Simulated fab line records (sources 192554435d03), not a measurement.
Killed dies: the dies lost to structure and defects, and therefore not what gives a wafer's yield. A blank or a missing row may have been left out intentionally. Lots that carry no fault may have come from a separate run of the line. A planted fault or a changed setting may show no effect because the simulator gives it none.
fab line records | flow n5-finfet
record: lots: 11 wafers: 32 last-day: 17
route steps=1938 shown BEOL_M14@1731 PASSIVATION@1936
lots that met no fault: from a run of the same line without faults
start-h: the number of hours between the record's first day and the start of the first shown wafer of the lot | wait-h: hours from the lot's prior step to this one | " as in the row above | L1.1+2: a row that stands for several wafers | - no value, or no start was given | * or withheld: withheld | < > ~ a bound
route shown NAME@n: names a module that has steps shown in the file, with the first one's number in the route | usual: average and standard deviation across the fault-free wafers | same: alike in all rows | chamber/n: place in a boat | sites: readings site by site | _std_site: the values' standard deviation | _edge_site: mean of outer sites minus mean of inner sites | radius-mm: for every site, how far away it sits from the centre of the wafer | mask NAME#n: copy n | behind: tool/chamber where the wafer was last shaped | hold: the reason the lot was held/the length of the hold in hours/how it ended | device: transistor that didn't switch, given as n, p or np | end of line: the same wafers' tests at the end of the route | step lacking rows: just its recipe | killed: count of dies lost to structure and defects at first sort (not the wafer's yield) | map: a wafer's dies, x killed, . not, _ none there
set.NAME: the run value of the setting; set.NAME@STEP: its run value at that earlier step | model.NAME: the simulator's own value behind a step, which no gauge read
the route's steps for a sample of lots (tables are steps, rows are wafers)
services: the hour from which a tool's chamber was out of use, counted from the record's first day as start-h (under 0 if before that day), plus the number of hours and why
== steps ==
step: N5_BEOL_M14_VIA_ETCH_16
recipe: chemistry: C4F8/O2/Ar target: SiO2 he-inner-torr: 15 he-outer-torr: 30 target-depth-a: 12313 time-s: withheld ion-energy-ev: 800 pressure-mtorr: 20 source-w: 1905 bias-w: 2040 Ar_flow_sccm: 400 C4F8_flow_sccm: 16 O2_flow_sccm: 12 ends: cleared
usual: drypump-motor-current-A: 5.58/0.29 oes-product-au: 0.72/0.069 rf-vpp-V: 2217/56 showerhead-plenum-p-Torr: 3.39/0.11 throttle-valve-pct: 30.8/0.38
columns lot.wafer tool chamber start-h wait-h drypump-motor-current-A oes-product-au rf-vpp-V showerhead-plenum-p-Torr throttle-valve-pct
L421.1 rie-diel-06 0 250.11 0.0 6.04 0.74 2219 3.31 30.3
L421.2 " 2 " " 5.53 0.75 2176 3.47 31.0
L421.3 " 3 " " 5.94 0.61 2140 3.25 31.0
L422.2 rie-diel-03 3 250.48 0.0 5.94 0.65 2171 3.39 30.6
L422.3 " 1 " " 5.24 0.70 2263 3.28 30.5
L422.6 " 3 " " 5.92 0.64 2172 3.39 30.6
L423.1 rie-diel-02 0 257.22 0.0 5.67 0.62 2104 3.24 30.9
L423.3 " 1 " " 5.20 0.67 2291 3.34 31.8
L423.6 " 0 " " 5.66 0.62 2104 3.24 30.9
L426.2 rie-diel-02 3 272.45 0.0 5.76 0.79 2260 3.36 31.0
L426.4 " 0 " " 5.69 0.62 2102 3.24 30.9
L426.6 " 0 " " 5.71 0.62 2104 3.24 31.0
L428.2 rie-diel-02 1 292.73 0.0 5.24 0.64 2291 3.34 31.8
L428.3 " 3 " " 5.72 0.77 2260 3.35 30.9
L428.6 " 0 " " 5.66 0.61 2102 3.23 31.0
L434.1 rie-diel-06 1 328.69 0.0 5.42 0.74 2215 3.47 30.9
L434.4 " 0 " " 6.03 0.72 2218 3.29 30.4
L434.5 " 1 " " 5.42 0.74 2215 3.47 30.9
L436.3 rie-diel-02 1 338.38 0.0 5.24 0.64 2289 3.33 31.8
L436.5 " 0 " " 5.70 0.86 2139 3.63 30.4
L439.3 rie-diel-03 3 357.51 0.0 5.95 0.63 2171 3.37 30.6
L439.5 " 2 " " 5.69 0.73 2293 3.46 30.8
L439.6 " 1 " " 5.22 0.67 2261 3.27 30.5
L441.1 rie-diel-03 0 365.39 0.0 5.11 0.78 2248 3.50 30.5
L441.2 " 1 " " 5.24 0.66 2262 3.26 30.5
L441.4 " 3 " " 5.91 0.61 2170 3.37 30.6
L442.1 rie-diel-06 0 379.13 0.0 6.03 0.70 2217 3.28 30.4
L442.5 " 2 " " 5.53 0.71 2173 3.45 31.1
L442.6 " 1 " " 5.41 0.72 2213 3.46 30.9
L443.2 rie-diel-06 2 379.47 0.0 5.55 0.70 2173 3.45 31.1
L443.5 " 2 " " 5.55 0.71 2175 3.45 31.1
L443.6 " 1 " " 5.40 0.72 2213 3.46 30.9
step: N5_BEOL_M14_CD_MEAS_17
recipe: target-cd-nm: 250 polarity: opening
usual: cd-nm: 252/3.6
columns lot.wafer tool chamber start-h wait-h cd-nm
L421.1 cd-sem-01 - 250.46 0.0 253
L421.2 " - " " 249
L421.3 " - " " 252
L422.2 cd-sem-01 - 250.83 0.0 251
L422.3 " - " " 255
L422.6 " - " " 254
L423.1 cd-sem-03 - 257.57 0.0 249
L423.3 " - " " 249
L423.6 " - " " 246
L426.2 cd-sem-02 - 272.80 0.0 253
L426.4 " - " " 259
L426.6 " - " " 252
L428.2 cd-sem-01 - 293.08 0.0 250
L428.3 " - " " 255
L428.6 " - " " 255
L434.1 cd-sem-03 - 329.04 0.0 251
L434.4 " - " " 252
L434.5 " - " " 252
L436.3 cd-sem-03 - 338.73 0.0 248
L436.5 " - " " 253
L439.3 cd-sem-02 - 357.86 0.0 253
L439.5 " - " " 253
L439.6 " - " " 254
L441.1 cd-sem-03 - 365.73 0.0 251
L441.2 " - " " 252
L441.4 " - " " 250
L442.1 cd-sem-01 - 379.47 0.0 244
L442.5 " - " " 245
L442.6 " - " " 247
L443.2 cd-sem-03 - 379.83 0.0 245
L443.5 " - " " 249
L443.6 " - " " 246
step: N5_BEOL_M14_EXPOSE_25
recipe: mask-id: M14 na: 0.8 source-shape: annular sigma-inner: 0.5 sigma-outer: 0.8 polarization: unpolarized target-cd-nm: 280 dose-mj: 26.6
usual: exposure-dose-mJ-cm2: 26.579/0.027 focus-offset-nm: -0.1/0.48
columns lot.wafer tool chamber start-h wait-h mask exposure-dose-mJ-cm2 focus-offset-nm
L421.1 krf-scanner-01 0 250.74 - M14#0 26.554 -0.6
L421.2 " 0 " " M14#0 26.534 0.1
L421.3 " 0 " " M14#0 26.582 0.3
L422.2 krf-scanner-01 0 250.99 - M14#0 26.569 0.0
L422.3 " 0 " " M14#0 26.568 0.0
L422.6 " 0 " " M14#0 26.568 0.4
L423.1 krf-scanner-02 0 257.85 - M14#0 26.597 -0.5
L423.3 " 0 " " M14#0 26.575 0.1
L423.6 " 0 " " M14#0 26.638 0.3
L426.2 krf-scanner-01 0 273.08 - M14#0 26.594 -0.5
L426.4 " 0 " " M14#0 26.636 -0.1
L426.6 " 0 " " M14#0 26.635 -0.9
L428.2 krf-scanner-01 0 293.24 - M14#0 25.942 0.1
L428.3 " 0 " " M14#0 25.915 0.1
L428.6 " 0 " " M14#0 25.935 -0.8
L434.1 krf-scanner-02 0 329.19 - M14#0 26.556 0.5
L434.4 " 0 " " M14#0 26.606 -0.4
L434.5 " 0 " " M14#0 26.563 0.2
L436.3 krf-scanner-02 0 339.02 - M14#0 26.529 -0.3
L436.5 " 0 " " M14#0 26.545 0.3
L439.3 krf-scanner-02 0 358.02 - M14#0 26.581 0.2
L439.5 " 0 " " M14#0 26.556 0.0
L439.6 " 0 " " M14#0 26.522 -0.4
L441.1 krf-scanner-02 0 365.89 - M14#0 26.601 0.7
L441.2 " 0 " " M14#0 26.582 0.2
L441.4 " 0 " " M14#0 26.561 0.7
L442.1 krf-scanner-01 0 379.75 - M14#0 26.596 -0.2
L442.5 " 0 " " M14#0 26.580 0.3
L442.6 " 0 " " M14#0 26.596 -0.4
L443.2 krf-scanner-02 0 380.11 - M14#0 26.587 -0.6
L443.5 " 0 " " M14#0 26.578 -0.5
L443.6 " 0 " " M14#0 26.581 -0.4
step: N5_BEOL_M14_CD_MEAS_28
recipe: target-cd-nm: 284.4 landing-energy-ev: 500 detector: se-inlens
usual: cd-nm: 284.2/2.3
same: landing-energy-ev: 500
columns lot.wafer tool chamber start-h wait-h cd-nm
L421.1 cd-sem-03 0 250.91 - 285.0
L421.2 " 0 " " 283.8
L421.3 " 0 " " 283.4
L422.2 cd-sem-01 0 251.16 - 284.5
L422.3 " 0 " " 283.7
L422.6 " 0 " " 285.0
L423.1 cd-sem-03 0 258.02 - 283.0
L423.3 " 0 " " 282.4
L423.6 " 0 " " 281.6
L426.2 cd-sem-02 0 273.25 - 287.1
L426.4 " 0 " " 286.7
L426.6 " 0 " " 285.8
L428.2 cd-sem-01 0 293.41 - 307.9
L428.3 " 0 " " 296.6
L428.6 " 0 " " 309.2
L434.1 cd-sem-02 0 329.36 - 283.6
L434.4 " 0 " " 281.2
L434.5 " 0 " " 280.5
L436.3 cd-sem-01 0 339.19 - 281.7
L436.5 " 0 " " 280.7
L439.3 cd-sem-02 0 358.18 - 283.7
L439.5 " 0 " " 281.1
L439.6 " 0 " " 282.2
L441.1 cd-sem-02 0 366.06 - 281.7
L441.2 " 0 " " 286.9
L441.4 " 0 " " 281.1
L442.1 cd-sem-03 0 379.92 - 284.1
L442.5 " 0 " " 285.2
L442.6 " 0 " " 285.4
L443.2 cd-sem-03 0 380.28 - 282.6
L443.5 " 0 " " 286.1
L443.6 " 0 " " 284.3
step: N5_BEOL_M14_OVL_MEAS_29
recipe: points-per-wafer: 44
usual: M14_OVL: 1/5.2
columns lot.wafer tool chamber start-h wait-h M14_OVL[nm]
L421.1 overlay-01 0 250.94 0.0 7
L421.2 " 0 " " 12
L421.3 " 0 " " 7
L422.2 overlay-02 0 251.19 0.0 3
L422.3 " 0 " " -5
L422.6 " 0 " " 2
L423.1 overlay-01 0 258.05 0.0 -3
L423.3 " 0 " " -1
L423.6 " 0 " " -2
L426.2 overlay-01 0 273.28 0.0 -2
L426.4 " 0 " " -7
L426.6 " 0 " " 3
L428.2 overlay-02 0 293.44 0.0 -4
L428.3 " 0 " " -5
L428.6 " 0 " " -8
L434.1 overlay-01 0 329.40 0.0 4
L434.4 " 0 " " 3
L434.5 " 0 " " 6
L436.3 overlay-01 0 339.21 0.0 0
L436.5 " 0 " " 8
L439.3 overlay-01 0 358.21 0.0 -7
L439.5 " 0 " " -6
L439.6 " 0 " " -6
L441.1 overlay-02 0 366.09 0.0 2
L441.2 " 0 " " 10
L441.4 " 0 " " 6
L442.1 overlay-02 0 379.96 0.0 0
L442.5 " 0 " " 0
L442.6 " 0 " " -4
L443.2 overlay-01 0 380.31 0.0 1
L443.5 " 0 " " 2
L443.6 " 0 " " 2
step: N5_PASSIVATION_PROBE_49
usual: defect-limited-yield: 91.4/1.4 killed_at_M0_to_M3: 34/8.9 killed_at_M4_up: 13/4.6 killed-at-contacts: 12/5.5 killed-at-front-end: 41/11 killed-at-other: 3.1/2.9 killed-dies: 102/16 killed-open: 66/11 killed-short: 34/7.6 sort_bin_5_function: 5.1/0.89 sort_bin_6_memory: 3.2/0.61 sort_bin_8_speed: 0.02/0.12 sort-n-pass: 1078/16
same: gross-dies: 1180 killed-at-back-side: 0 sort_bin_4_leakage[%]: 0
columns lot.wafer tool chamber start-h wait-h defect-limited-yield[%] killed_at_M0_to_M3 killed_at_M4_up killed-at-contacts killed-at-front-end killed-at-other killed-dies killed-open killed-short sort_bin_5_function[%] sort_bin_6_memory[%] sort_bin_8_speed[%] sort-n-pass
L428.2 prober-01 - 314.16 0.1 89.5 24 25 34 40 1 124 76 42 5.7 3.9 0 1056
L428.6 prober-01 - 314.36 0.3 91.1 28 12 16 44 5 105 69 32 4.6 3.9 0 1075
killed by level:class
L428.2 MOL_CONTACT_COAG:geometric-particle:open=29 FIN_SAQP:geometric-particle:short=11 STI_FIN_REVEAL:geometric-particle:open=7 BEOL_M4:geometric-particle:open=7 BEOL_M0_SAQP:geometric-particle:open=6 GATE_CUT:geometric-particle:short=5 MOL_CONTACT_COAG:geometric-particle:short=5 BEOL_M1:geometric-particle:short=5
L428.6 MOL_CONTACT_COAG:geometric-particle:open=12 STI_FIN_REVEAL:geometric-particle:open=9 FIN_SAQP:geometric-particle:open=7 BEOL_M3:geometric-particle:open=6 GATE_CUT:geometric-particle:open=5 BEOL_M2:geometric-particle:short=5 STI_FIN_REVEAL:geometric-particle:short=4 MOL_CONTACT_COAG:geometric-particle:short=4
== services ==
columns tool chamber start-h hours kind
rie-diel-03 2 228.06 8.4 repair
krf-scanner-01 0 231.65 - calibration
rie-diel-06 2 235.93 8.0 repair
krf-scanner-02 - 245.92 1.0 pm
rie-diel-02 0 246.25 4.4 repair
rie-diel-06 3 253.06 2.6 repair
krf-scanner-01 - 264.28 0.6 repair
krf-scanner-01 - 265.92 0.6 repair
krf-scanner-02 - 268.97 0.3 repair
krf-scanner-02 - 280.88 1.3 pm
rie-diel-06 3 286.58 - clean
rie-diel-06 3 286.58 - consumable-replace:focus-ring
rie-diel-06 3 286.58 - consumable-replace:showerhead
rie-diel-06 3 286.58 22.1 scheduled-down
rie-diel-06 3 286.58 22.1 vent-cycle
krf-scanner-02 - 295.38 3.6 pm
krf-scanner-02 - 301.52 0.2 repair
rie-diel-03 - 308.90 0.2 repair
krf-scanner-02 - 312.34 0.8 pm
rie-diel-06 3 322.17 1.7 repair
rie-diel-03 2 339.80 2.8 repair
krf-scanner-02 - 343.97 0.4 repair
krf-scanner-02 0 355.57 - calibration
krf-scanner-01 - 361.09 1.3 pm
== key ==
first-sign: step: N5_BEOL_M14_EXPOSE_25 reading: exposure-dose-mJ-cm2 direction: down sigmas: 24 usual: 26.579 struck: 25.930
effect: step: N5_BEOL_M14_CD_MEAS_28 reading: cd-nm direction: up sigmas: 8.9 usual: 284.2 struck: 304.6 through: control-loop
met-at N5_BEOL_M14_EXPOSE_25
struck-lots L428
loop-trim: step: N5_BEOL_M14_EXPOSE_25 setting: dose lots: L428
not-acting-at N5_BEOL_M14_VIA_ETCH_16,N5_BEOL_M14_CD_MEAS_17,N5_BEOL_M14_OVL_MEAS_29
onset-between 273.08 293.24
fault: kind: process-parameter-drift tool: krf-scanner-01 chamber: - onset-h: 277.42 steps: N5_BEOL_M14_EXPOSE_25 channel: focus-nm offset: 370.55 spread-by-wafer: 0.3 shape: step end-h: 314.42
loop-trim: a control loop set the setting to another value than it would have without faults
